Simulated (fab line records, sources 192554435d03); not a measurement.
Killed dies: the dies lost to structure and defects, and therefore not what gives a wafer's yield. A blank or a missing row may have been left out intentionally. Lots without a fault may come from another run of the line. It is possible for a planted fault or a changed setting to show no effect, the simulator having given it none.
Which of the tools did it? -- flow n5-finfet -- 6 lots with 17 wafers sampled at 2 steps, on a route of 1938 steps

WHAT THE GAUGES READ, wafer by wafer
N5_BEOL_M14_THK_MEAS_50: measures by xrf.
lot,measured,on,M14_THK (nm)
L588,day 11 11:25,film-metro-02,619 543 622
L590,day 12 06:04,film-metro-02,541 543 591
L595,day 13 13:12,film-metro-02,579 540
L596,day 14 02:43,film-metro-01,537 598 615
L599,day 15 03:25,film-metro-01,608 557 607
L607,day 16 09:24,film-metro-02,545 584 588

WHAT TOOL EACH LOT RAN ON (gives the tool, then ch and the chambers of the sampled wafers, and finally the start)
lot,N5_BEOL_M14_PRE_CLEAN_42
L588,"pvd-sputter-03, day 11 10:12"
L590,"pvd-sputter-03, day 12 04:58"
L595,"pvd-sputter-03, day 13 12:01"
L596,"pvd-sputter-01, day 14 01:35"
L599,"pvd-sputter-01, day 15 02:17"
L607,"pvd-sputter-02, day 16 08:18"
- N5_BEOL_M14_PRE_CLEAN_42: time 30 s.

THE ANSWER, worked out from the rows above alone
Rule: the lots themselves supply what counts as usual. Put in order of their means at a reading, lots are off if they are a third of the lots or fewer, leave a main group of 4 or more, and stand apart from it by a gap of 3 or more times the standard deviation of the main group's means; of several such gaps the widest counts. A main group whose means are all the same, to the digits that the tables above print for the reading, isn't used. A lot without any number at a reading at which 4 lots or more have one is off too. Any other lot the step has rows for is counted as sound.
No lot is off at any reading shown: from this, nothing can be told.

WHAT HAD BEEN PUT IN BY THE SIMULATOR
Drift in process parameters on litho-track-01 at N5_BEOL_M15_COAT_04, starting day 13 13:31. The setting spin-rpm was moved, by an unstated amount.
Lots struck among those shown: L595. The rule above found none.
